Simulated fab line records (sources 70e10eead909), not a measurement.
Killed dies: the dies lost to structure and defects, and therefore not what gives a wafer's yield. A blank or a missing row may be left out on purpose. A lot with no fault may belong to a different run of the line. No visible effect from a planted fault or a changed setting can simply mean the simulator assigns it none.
Matching of chambers + flow nand_harc + 4 sister chambers for NHARC_A_CONTACT_ETCH_88 on rie_diel-03
The step etches the open film in CF4, target depth 39 nm, time 65 s. 4 wafers are shown with their chamber, then 12 later ones without.

WAFERS, EACH WITH ITS CHAMBER
| wafer  | chamber | drypump_motor_current_A (A) |
|--------|---------|-----------------------------|
| L089.2 | 2       | 5.4                         |
| L092.1 | 3       | 5.4                         |
| L092.2 | 0       | 5.7                         |
| L092.4 | 1       | 5.0                         |

WAFERS MISSING THEIR CHAMBER
| wafer  | drypump_motor_current_A (A) |
|--------|-----------------------------|
| L091.1 | 5.0                         |
| L091.3 | 5.4                         |
| L091.5 | 5.7                         |
| L094.1 | 5.4                         |
| L094.4 | 5.0                         |
| L094.5 | 5.8                         |
| L097.1 | 5.4                         |
| L097.5 | 5.4                         |
| L097.6 | 5.7                         |
| L096.1 | 5.8                         |
| L096.2 | 5.5                         |
| L096.3 | 5.4                         |

THE CHAMBER EACH PASSED THROUGH
| wafer  | from the rows above     | in truth |
|--------|-------------------------|----------|
| L091.1 | 1                       | 1        |
| L091.3 | can't be placed: 2 or 3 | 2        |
| L091.5 | 0                       | 0        |
| L094.1 | can't be placed: 2 or 3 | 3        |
| L094.4 | 1                       | 1        |
| L094.5 | 0                       | 0        |
| L097.1 | can't be placed: 2 or 3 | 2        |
| L097.5 | can't be placed: 2 or 3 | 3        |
| L097.6 | 0                       | 0        |
| L096.1 | 0                       | 0        |
| L096.2 | can't be placed: 2 or 3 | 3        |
| L096.3 | can't be placed: 2 or 3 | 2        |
6 of 12 placed correctly. From these rows, 6 cannot be placed; in 6 the true chamber is one of the candidates. 0 placed wrongly.
How it was worked out, from the rows above alone: a wafer's distance from a chamber is the root of the sum, over the readings, of the square of ((its reading less the chamber's mean) divided by the reading's scatter). The wafer belongs to the nearest chamber; if the next one is less than 2 further off, it can't be placed. For every chamber, the mean is computed from those of its wafers that are shown. The scatter (one wafer shown for each chamber): square how far every hidden wafer sits from the nearest shown wafer, average those squares and take the square root.
